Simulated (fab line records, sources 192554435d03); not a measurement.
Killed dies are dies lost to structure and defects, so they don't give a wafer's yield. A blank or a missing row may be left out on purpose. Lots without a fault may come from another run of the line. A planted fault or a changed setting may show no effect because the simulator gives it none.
Which tool did it? | flow n5_finfet | 24 lots, 72 wafers sampled, at 2 steps of a route of 1938

WHAT THE GAUGES READ, wafer by wafer
N5_BEOL_M8_CD_MEAS_11: target cd 38.5 nm.
lot  | measured     | on        | cd_nm (nm)
L075 | day 9 20:31  | cd_sem-03 | 39.1 39.0 38.6
L074 | day 9 22:10  | cd_sem-03 | 38.8 38.4 38.8
L076 | day 10 00:16 | cd_sem-03 | 39.0 38.9 38.9
L077 | day 10 05:23 | cd_sem-02 | 38.4 38.8 38.7
L078 | day 10 08:16 | cd_sem-03 | 38.5 38.0 38.3
L079 | day 10 10:55 | cd_sem-03 | 37.7 38.2 38.1
L080 | day 10 23:33 | cd_sem-02 | 38.8 39.0 38.9
L081 | day 11 07:21 | cd_sem-02 | 38.3 38.2 38.8
L082 | day 11 19:04 | cd_sem-01 | 38.4 38.6 38.2
L083 | day 12 00:11 | cd_sem-01 | 38.7 38.8 38.8
L084 | day 12 08:44 | cd_sem-03 | 38.4 38.6 37.7
L085 | day 12 11:34 | cd_sem-01 | 38.5 38.2 38.3
L087 | day 12 21:22 | cd_sem-01 | 38.4 37.5 37.7
L088 | day 12 21:44 | cd_sem-02 | 39.1 38.2 37.8
L089 | day 13 01:15 | cd_sem-01 | 38.1 38.7 38.6
L086 | day 13 02:00 | cd_sem-02 | 38.6 38.6 38.7
L090 | day 13 10:49 | cd_sem-03 | 39.1 38.1 38.9
L092 | day 13 23:09 | cd_sem-03 | 38.9 39.1 38.5
L091 | day 14 01:50 | cd_sem-02 | 38.5 38.2 38.6
L093 | day 14 02:23 | cd_sem-01 | 39.4 38.8 39.0
L095 | day 14 11:26 | cd_sem-01 | 38.3 38.7 38.4
L094 | day 14 14:29 | cd_sem-03 | 38.5 38.3 38.8
L096 | day 14 20:43 | cd_sem-03 | 38.8 38.7 39.2
L097 | day 15 00:48 | cd_sem-02 | 38.3 38.3 38.7

WHICH TOOL RAN EACH LOT (tool, then ch and the chambers of the sampled wafers, then the start)
lot  | N5_BEOL_M7_CURE_75
L075 | uv_cure-02 ch 0, day 9 14:17
L074 | uv_cure-02 ch 1, day 9 17:47
L076 | uv_cure-01 ch 2, day 9 19:47
L077 | uv_cure-03 ch 2, day 10 00:07
L078 | uv_cure-03 ch 1, day 10 03:39
L079 | uv_cure-03 ch 2, day 10 05:38
L080 | uv_cure-03 ch 2, day 10 17:58
L081 | uv_cure-01 ch 2, day 11 02:07
L082 | uv_cure-02 ch 2, day 11 14:56
L083 | uv_cure-03 ch 0, day 11 18:53
L084 | uv_cure-03 ch 2, day 12 04:23
L085 | uv_cure-03 ch 2, day 12 08:02
L087 | uv_cure-02 ch 2, day 12 17:15
L088 | uv_cure-02 ch 0, day 12 17:44
L089 | uv_cure-01 ch 2, day 12 21:00
L086 | uv_cure-03 ch 1, day 12 21:43
L090 | uv_cure-03 ch 2, day 13 04:52
L092 | uv_cure-03 ch 0, day 13 19:07
L091 | uv_cure-01 ch 1, day 13 21:08
L093 | uv_cure-01 ch 2, day 13 22:47
L095 | uv_cure-02 ch 0, day 14 06:41
L094 | uv_cure-02 ch 2, day 14 07:59
L096 | uv_cure-01 ch 0, day 14 16:11
L097 | uv_cure-01 ch 1, day 14 20:49
- N5_BEOL_M7_CURE_75: cures SiCOH lowk, time 120 s.

WHAT THE TOOLS THEMSELVES READ (means of the sampled wafers that have a number; where no wafer has one, the mark that the record gives instead)
N5_BEOL_M7_CURE_75.
lot  | tool       | lamp_power_pct (%) | wafer_temp_C_max
L075 | uv_cure-02 | 52.32              | 372.6
L074 | uv_cure-02 | 52.33              | 371.1
L076 | uv_cure-01 | 52.27              | 372.7
L077 | uv_cure-03 | 52.34              | 371.4
L078 | uv_cure-03 | 52.30              | 371.2
L079 | uv_cure-03 | 52.28              | 371.7
L080 | uv_cure-03 | 52.39              | 371.8
L081 | uv_cure-01 | 52.35              | 373.0
L082 | uv_cure-02 | 52.29              | 372.3
L083 | uv_cure-03 | 52.29              | 371.5
L084 | uv_cure-03 | 52.27              | 371.6
L085 | uv_cure-03 | 52.32              | 371.8
L087 | uv_cure-02 | 52.29              | 371.8
L088 | uv_cure-02 | 52.36              | 373.2
L089 | uv_cure-01 | 52.29              | 373.5
L086 | uv_cure-03 | 52.30              | 371.0
L090 | uv_cure-03 | 52.34              | 371.5
L092 | uv_cure-03 | 52.38              | 371.5
L091 | uv_cure-01 | 52.35              | 372.0
L093 | uv_cure-01 | 52.35              | 372.4
L095 | uv_cure-02 | 52.34              | 372.6
L094 | uv_cure-02 | 52.32              | 371.8
L096 | uv_cure-01 | 52.30              | 371.0
L097 | uv_cure-01 | 52.29              | 372.0

THE ANSWER, worked out from the rows above alone
Rule: what is usual is taken from the lots themselves. Put in order of their means at a reading, lots are off if they are a third of the lots or fewer, leave a main group of 4 or more, and stand apart from it by a gap of 3 or more times the standard deviation of the main group's means; of several such gaps the widest counts. A main group whose means are all the same, to the digits that the tables above print for the reading, isn't used. A lot without any number at a reading at which 4 lots or more have one is off too. The other lots that the step has rows for count as sound. The gauges are gone through in route order, then the tools' own readings, and for those a lot's mean is taken as printed above. The first step at which some lot is off is used, and at that step the reading that is off furthest; a lot without a number counts as furthest.
No lot is off at any reading shown: from this, nothing can be told.

WHAT THE SIMULATOR HAD PUT IN
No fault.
